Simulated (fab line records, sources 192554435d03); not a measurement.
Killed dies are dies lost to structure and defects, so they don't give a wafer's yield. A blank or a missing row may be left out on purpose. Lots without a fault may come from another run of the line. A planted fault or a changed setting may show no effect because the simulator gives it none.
Which tool did it? | flow n5_finfet | 10 lots, 30 wafers sampled, at 5 steps of a route of 1938

WHAT THE GAUGES READ, wafer by wafer
N5_STI_FIN_REVEAL_INSPECT_13: inspects for defects (darkfield).
lot  | measured    | on                | raw_defect_count
L682 | day 3 00:49 | defect_inspect-01 | 5 17 12
L683 | day 3 07:02 | defect_inspect-02 | 7 16 6
L684 | day 3 13:22 | defect_inspect-02 | 9 11 19
L694 | day 6 01:34 | defect_inspect-02 | 13 16 13
L696 | day 6 12:16 | defect_inspect-01 | 530 8 17
L698 | day 7 01:59 | defect_inspect-01 | 9 475 8
L700 | day 7 14:05 | defect_inspect-02 | 7 8 11
L701 | day 7 20:41 | defect_inspect-02 | 8 11 7
L702 | day 8 02:22 | defect_inspect-02 | 16 12 18
L703 | day 8 06:52 | defect_inspect-01 | 12 5 5

WHICH TOOL RAN EACH LOT (tool, then ch and the chambers of the sampled wafers, then the start)
lot  | N5_STI_FIN_REVEAL_ALD_00         | N5_STI_FIN_REVEAL_ALD_14         | N5_STI_FIN_REVEAL_PRECLEAN_26      | N5_STI_FIN_REVEAL_RECESS_09
L682 | ald_sin-03 ch 2,3, day 2 15:26   | ald_sin-03 ch 2,3, day 2 15:29   | wet_bench-03 ch 0,6,7, day 2 21:52 | vapor_etch-02 ch 0,1, day 2 22:27
L683 | ald_sin-02 ch 0,1,2, day 2 21:33 | ald_sin-02 ch 0,1,2, day 2 21:36 | wet_bench-05 ch 5,6,7, day 3 04:11 | vapor_etch-02 ch 0,1, day 3 04:47
L684 | ald_sin-02 ch 1,2,3, day 3 04:16 | ald_sin-02 ch 1,2,3, day 3 04:19 | wet_bench-03 ch 0,1,3, day 3 10:31 | vapor_etch-02 ch 0,1, day 3 10:35
L694 | ald_sin-03 ch 1,2,3, day 5 16:50 | ald_sin-03 ch 1,2,3, day 5 16:53 | wet_bench-05 ch 2,4,6, day 5 22:43 | vapor_etch-02 ch 0,1, day 5 22:46
L696 | ald_sin-03 ch 2,3, day 6 03:31   | ald_sin-03 ch 2,3, day 6 03:34   | wet_bench-05 ch 0,2,6, day 6 09:25 | vapor_etch-01 ch 0,1, day 6 09:29
L698 | ald_sin-01 ch 0,1, day 6 16:52   | ald_sin-01 ch 0,1, day 6 16:55   | wet_bench-05 ch 3,6,7, day 6 23:07 | vapor_etch-01 ch 0,1, day 6 23:11
L700 | ald_sin-02 ch 0,1,3, day 7 05:20 | ald_sin-02 ch 0,1,3, day 7 05:23 | wet_bench-03 ch 0,1,5, day 7 11:10 | vapor_etch-02 ch 0,1, day 7 11:14
L701 | ald_sin-03 ch 0,1,2, day 7 11:17 | ald_sin-03 ch 0,1,2, day 7 11:20 | wet_bench-05 ch 0,1,3, day 7 17:11 | vapor_etch-02 ch 0,1, day 7 17:31
L702 | ald_sin-02 ch 2,3, day 7 17:27   | ald_sin-02 ch 2,3, day 7 17:30   | wet_bench-03 ch 3,5,6, day 7 23:19 | vapor_etch-01 ch 0,1, day 7 23:55
L703 | ald_sin-02 ch 0,1,2, day 7 22:11 | ald_sin-02 ch 0,1,2, day 7 22:14 | wet_bench-02 ch 0,1,4, day 8 04:00 | vapor_etch-01 ch 0,1, day 8 04:04
- N5_STI_FIN_REVEAL_ALD_00: deposits SiO2, target thk 1 nm, pulse time 1 s.
- N5_STI_FIN_REVEAL_ALD_14: deposits Si3N4, target thk 3 nm.
- N5_STI_FIN_REVEAL_PRECLEAN_26: cleans in SC1, time 45 s.
- N5_STI_FIN_REVEAL_RECESS_09: chemistry HF/NH3, target SiO2, afs cycles 11, target depth 42.5 nm, sublimation time 60 s.

THE ANSWER, worked out from the rows above alone
Rule: what is usual is taken from the lots themselves. Put in order of their means at a reading, lots are off if they are a third of the lots or fewer, leave a main group of 4 or more, and stand apart from it by a gap of 3 or more times the standard deviation of the main group's means; of several such gaps the widest counts. A main group whose means are all the same, to the digits that the tables above print for the reading, isn't used. A lot without any number at a reading at which 4 lots or more have one is off too. The other lots that the step has rows for count as sound.
Off: L696, L698, at N5_STI_FIN_REVEAL_INSPECT_13 (raw_defect_count). The main group: mean 11, standard deviation 2.7.
A tool fits if, at a process step before that reading, it ran every lot that is off, and no sound lot after the first of them. The gauges at N5_STI_FIN_REVEAL_INSPECT_13 are tried like those tools. None of those tried fits.

WHAT THE SIMULATOR HAD PUT IN
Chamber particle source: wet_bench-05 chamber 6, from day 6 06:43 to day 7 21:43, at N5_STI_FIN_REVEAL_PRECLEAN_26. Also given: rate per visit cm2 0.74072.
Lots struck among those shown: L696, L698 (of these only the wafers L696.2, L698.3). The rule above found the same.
